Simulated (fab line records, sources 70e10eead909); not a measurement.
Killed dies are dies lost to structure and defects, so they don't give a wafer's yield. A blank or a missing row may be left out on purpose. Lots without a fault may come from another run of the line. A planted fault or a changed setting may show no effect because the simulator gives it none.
Which tool did it? | flow nand_harc | 12 lots, 36 wafers sampled, at 5 steps of a route of 1159

WHAT THE GAUGES READ, wafer by wafer
NHARC_A_BONDPAD_CD_MEAS_13. Usual: cd_nm 497.9 nm, standard deviation 2.4.
lot  | measured     | on        | cd_nm (nm)        | flag
L722 | day 18 14:59 | cd_sem-01 | 496.1 495.0 498.8 |
L724 | day 19 00:18 | cd_sem-01 | 498.3 496.7 497.0 |
L723 | day 19 09:50 | cd_sem-03 | 500.8 497.0 495.7 |
L725 | day 19 22:17 | cd_sem-01 | 497.5 501.2 502.5 |
L728 | day 20 09:24 | cd_sem-01 | 501.5 503.7 500.2 |
L730 | day 20 09:57 | cd_sem-03 | 496.8 495.1 498.1 |
L727 | day 20 12:55 | cd_sem-02 | 498.5 500.4 498.6 |
L734 | day 20 23:08 | cd_sem-01 | 497.6 497.2 498.1 |
L737 | day 21 23:52 | cd_sem-01 | 498.3 495.6 498.8 |
L739 | day 22 07:20 | cd_sem-01 | 497.7 503.8 500.5 |
L744 | day 22 22:35 | cd_sem-03 | 499.0 494.5 493.6 |
L745 | day 23 20:38 | cd_sem-03 | 497.2 494.1 497.9 |

NHARC_THIN_TSV_THK_MEAS_02: measures by ir. Usual: thk_nm 3050 nm, standard deviation 210.
lot  | measured     | on            | thk_nm (nm)    | flag
L722 | day 19 12:08 | film_metro-02 | 3062 2763 2518 |
L724 | day 19 15:12 | film_metro-02 | 3062 3125 3252 |
L723 | day 19 21:37 | film_metro-01 | 2808 3075 2992 |
L725 | day 20 15:43 | film_metro-01 | 3410 3384 3049 |
L728 | day 20 23:30 | film_metro-01 | 3145 3081 3024 |
L730 | day 21 00:41 | film_metro-02 | 2769 3064 2903 |
L727 | day 21 01:54 | film_metro-02 | 2769 3027 3408 |
L734 | day 21 16:25 | film_metro-01 | 3050 3310 2982 |
L737 | day 22 17:22 | film_metro-01 | 3003 2970 2995 |
L739 | day 23 01:25 | film_metro-02 | 2873 2727 2784 |
L744 | day 23 12:19 | film_metro-02 | 3041 2891 2981 |
L745 | day 24 10:48 | film_metro-01 | 3098 3112 3080 |

NHARC_END_SORT_01. Usual: defect_limited_yield 95.2 %, standard deviation 1.3; killed_at_array 29, standard deviation 9.4; killed_at_other 0.7, standard deviation 1.3; killed_at_periphery 2.9, standard deviation 2.1; killed_dies 32, standard deviation 9; killed_open 3.3, standard deviation 1.8; killed_short 1.9, standard deviation 1.4; sort_bin_2_pct 1.4 %, standard deviation 0.53; sort_bin_3_pct 0.28 %, standard deviation 0.21; sort_bin_4_pct 3.1 %, standard deviation 0.91; sort_n_pass 645, standard deviation 9; sort_rim_yield_pct 97.4 %, standard deviation 1.7; sort_yield_pct 95.2 %, standard deviation 1.3.
lot  | measured     | on        | defect_limited_yield (%) | killed_at_array | killed_at_other | killed_at_periphery | killed_dies | killed_open | killed_short | sort_bin_2_pct (%) | sort_bin_3_pct (%) | sort_bin_4_pct (%) | sort_n_pass | sort_rim_yield_pct (%) | sort_yield_pct (%) | flag
L722 | day 20 15:32 | prober-02 | 95.3 95.9 95.4           | 31 27 30        | 0 0 0           | 1 1 1               | 32 28 31    | 1 3 0       | 5 0 1        | 1.0 1.5 1.0        | 0 0.15 0.15        | 3.7 2.5 3.4        | 645 649 646 | 99.1 99.1 97.2         | 95.3 95.9 95.4     |
L724 | day 20 09:17 | prober-01 | 95.4 93.9 95.7           | 27 34 26        | 0 2 1           | 4 5 2               | 31 41 29    | 2 6 7       | 3 1 0        | 1.5 2.1 1.3        | 0.44 0.30 0        | 2.7 3.7 3.0        | 646 636 648 | 98.1 97.2 98.1         | 95.4 93.9 95.7     |
L723 | day 21 00:12 | prober-01 | 95.7 95.9 95.6           | 24 24 26        | 1 0 0           | 4 4 4               | 29 28 30    | 0 4 5       | 1 3 0        | 1.0 0.7 1.6        | 0 0 0.15           | 3.2 3.4 2.7        | 648 649 647 | 98.1 95.3 97.2         | 95.7 95.9 95.6     |
L725 | day 21 09:22 | prober-02 | 97.3 96.9 95.7           | 16 21 27        | 0 0 0           | 2 0 2               | 18 21 29    | 2 3 5       | 1 1 1        | 0.7 0.7 0.7        | 0 0 0.15           | 1.9 2.4 3.4        | 659 656 648 | 99.1 99.1 96.2         | 97.3 96.9 95.7     |
L728 | day 21 23:13 | prober-02 | 96.2 95.9 96.5           | 18 22 14        | 2 0 3           | 6 6 7               | 26 28 24    | 4 7 3       | 5 4 1        | 1.5 0.9 0.7        | 0.15 0.30 0.44     | 2.2 3.0 2.4        | 651 649 653 | 98.1 95.3 95.3         | 96.2 95.9 96.5     |
L730 | day 21 15:29 | prober-02 | 95.3 95.7 94.8           | 27 23 34        | 1 0 0           | 4 6 1               | 32 29 35    | 4 4 2       | 4 4 1        | 1.5 1.3 1.6        | 0.15 0.44 0.15     | 3.1 2.5 3.4        | 645 648 642 | 96.2 98.1 99.1         | 95.3 95.7 94.8     |
L727 | day 21 16:17 | prober-01 | 96.9 98.2 96.3           | 19 11 22        | 1 0 2           | 1 1 1               | 21 12 25    | 2 1 3       | 2 2 2        | 1.0 0.7 1.0        | 0.15 0 0.30        | 1.9 1.0 2.4        | 656 665 652 | 95.3 100.0 98.1        | 96.9 98.2 96.3     |
L734 | day 22 08:38 | prober-02 | 93.1 92.5 93.4           | 43 48 41        | 0 0 0           | 4 3 4               | 47 51 45    | 5 3 4       | 5 3 0        | 2.1 3.0 2.7        | 0.44 0.44 0.74     | 4.4 4.1 3.2        | 630 626 632 | 94.3 96.2 94.3         | 93.1 92.5 93.4     |
L737 | day 23 09:14 | prober-01 | 0 0 0                    | 20 19 15        | 653 655 661     | 4 3 1               | 677 677 677 | 6 4 3       | 3 2 1        | 96.9 96.6 98.4     | 0.15 0 0.15        | 3.0 3.4 1.5        | 0 0 0       | 0 0 0                  | 0 0 0              | OFF
L739 | day 23 21:34 | prober-02 | 0 0 0                    | 25 33 22        | 646 642 654     | 6 2 1               | 677 677 677 | 2 3 3       | 3 5 1        | 96.5 95.7 97.5     | 0.30 0.74 0.44     | 3.2 3.5 2.1        | 0 0 0       | 0 0 0                  | 0 0 0              | OFF
L744 | day 24 11:40 | prober-01 | 97.8 95.6 96.0           | 14 23 19        | 1 0 1           | 0 7 7               | 15 30 27    | 2 3 6       | 3 5 4        | 0.7 1.8 1.3        | 0.15 0.30 0.30     | 1.3 2.4 2.4        | 662 647 650 | 100.0 96.2 98.1        | 97.8 95.6 96.0     |
L745 | day 25 03:25 | prober-02 | 94.4 94.1 93.6           | 37 38 42        | 0 0 0           | 1 2 1               | 38 40 43    | 6 1 7       | 1 1 0        | 2.2 2.4 1.9        | 0.15 0.44 0.59     | 3.2 3.1 3.8        | 639 637 634 | 99.1 97.2 96.2         | 94.4 94.1 93.6     |

WHICH TOOL RAN EACH LOT (tool, then ch and the chambers of the sampled wafers, then the start)
lot  | NHARC_A_BONDPAD_PVD_17                  | NHARC_THIN_TSV_DEP_43
L722 | pvd_sputter-03, day 19 12:08 or earlier | pecvd-03 ch 0,1, day 19 12:26
L724 | pvd_sputter-03, day 19 15:12 or earlier | pecvd-02 ch 1,2, day 19 15:28
L723 | pvd_sputter-03, day 19 21:37 or earlier | pecvd-03 ch 0,2, day 19 21:53
L725 | pvd_sputter-02, day 20 15:43 or earlier | pecvd-02 ch 0,1,2, day 20 16:10
L728 | pvd_sputter-02, day 20 23:30 or earlier | pecvd-02 ch 0,1,2, day 20 23:54
L730 | pvd_sputter-01, day 21 00:41 or earlier | pecvd-02 ch 1,2, day 21 00:58
L727 | pvd_sputter-03, day 21 01:54 or earlier | pecvd-02 ch 1,2, day 21 02:13
L734 | pvd_sputter-02, day 21 16:25 or earlier | pecvd-03 ch 1,2, day 21 16:38
L737 | pvd_sputter-01, day 22 17:22 or earlier | pecvd-03 ch 0,1,2, day 22 17:35
L739 | pvd_sputter-02, day 23 01:25 or earlier | pecvd-04 ch 0,2, day 23 01:38
L744 | pvd_sputter-03, day 23 12:19 or earlier | pecvd-03 ch 1,2, day 23 12:35
L745 | pvd_sputter-03, day 24 10:48 or earlier | pecvd-03 ch 0,1,2, day 24 11:06
- NHARC_A_BONDPAD_PVD_17: deposits TaN, target thk 5 nm, time 8.06 s.
- NHARC_THIN_TSV_DEP_43: deposits SiO2, target thk 1328.5 nm.

WHAT THE TOOLS THEMSELVES READ (means of the sampled wafers that have a number; where no wafer has one, the mark that the record gives instead)
NHARC_A_BONDPAD_PVD_17. Usual: cathode_dc_power_W 15000 W, standard deviation 2.8; throttle_valve_pct 29.9 %, standard deviation 1.1.
lot  | tool           | cathode_dc_power_W (W) | throttle_valve_pct (%) | flag
L722 | pvd_sputter-03 | 15003                  | 30.4                   |
L724 | pvd_sputter-03 | 14998                  | 29.8                   |
L723 | pvd_sputter-03 | 15001                  | 30.4                   |
L725 | pvd_sputter-02 | 14996                  | 29.2                   |
L728 | pvd_sputter-02 | 14998                  | 29.5                   |
L730 | pvd_sputter-01 | 14997                  | 29.3                   |
L727 | pvd_sputter-03 | 14999                  | 30.7                   |
L734 | pvd_sputter-02 | 15003                  | 30.1                   |
L737 | pvd_sputter-01 | 15001                  | 29.2                   |
L739 | pvd_sputter-02 | 15002                  | 30.1                   |
L744 | pvd_sputter-03 | 14998                  | 30.7                   |
L745 | pvd_sputter-03 | 14999                  | 30.6                   |

NHARC_THIN_TSV_DEP_43. Usual: chamber_pressure_Torr 6.499 Torr, standard deviation 0.014; flow_sccm 2650 sccm, standard deviation 8.1; mfc_precursor_sccm 161.5 sccm, standard deviation 0.52; throttle_valve_pct 16.1 %, standard deviation 0.54.
lot  | tool     | chamber_pressure_Torr (Torr) | flow_sccm (sccm) | mfc_precursor_sccm (sccm) | throttle_valve_pct (%) | flag
L722 | pecvd-03 | 6.512                        | 2649             | 161.2                     | 16.3                   |
L724 | pecvd-02 | 6.501                        | 2656             | 161.8                     | 15.7                   |
L723 | pecvd-03 | 6.492                        | 2651             | 161.6                     | 16.2                   |
L725 | pecvd-02 | 6.502                        | 2650             | 161.5                     | 16.2                   |
L728 | pecvd-02 | 6.492                        | 2650             | 161.6                     | 16.2                   |
L730 | pecvd-02 | 6.504                        | 2638             | 161.1                     | 16.3                   |
L727 | pecvd-02 | 6.506                        | 2655             | 161.6                     | 15.8                   |
L734 | pecvd-03 | 6.496                        | 2647             | 161.2                     | 15.6                   |
L737 | pecvd-03 | -                            | -                | -                         | -                      | OFF
L739 | pecvd-04 | -                            | -                | -                         | -                      | OFF
L744 | pecvd-03 | 6.501                        | 2649             | 161.5                     | 15.7                   |
L745 | pecvd-03 | 6.493                        | 2657             | 161.6                     | 15.8                   |

THE ANSWER, worked out from the rows above alone
Rule: a lot is off if the mean of its wafers that have a number lies more than 3 standard deviations from the usual mean. A lot without any number at a reading at which 4 lots or more have one is off too. The other lots that the step has rows for count as sound. The gauges are gone through in route order, then the tools' own readings, and for those a lot's mean is taken as printed above. The first step at which some lot is off is used, and at that step the reading that is off furthest; a lot without a number counts as furthest.
Off: L737, L739, at NHARC_END_SORT_01 (killed_at_other).
A tool fits if, at a process step before that reading, it ran every lot that is off, and no sound lot after the first of them. The gauges at NHARC_END_SORT_01 aren't tried: what is off there is off at NHARC_THIN_TSV_DEP_43 too, on other tools, and a gauge's error can't cause that. NHARC_A_BONDPAD_PVD_17 gives no start for some lots, so the hours and the order of its lots are those of NHARC_THIN_TSV_THK_MEAS_02. None of those tried fits.

WHAT THE SIMULATOR HAD PUT IN
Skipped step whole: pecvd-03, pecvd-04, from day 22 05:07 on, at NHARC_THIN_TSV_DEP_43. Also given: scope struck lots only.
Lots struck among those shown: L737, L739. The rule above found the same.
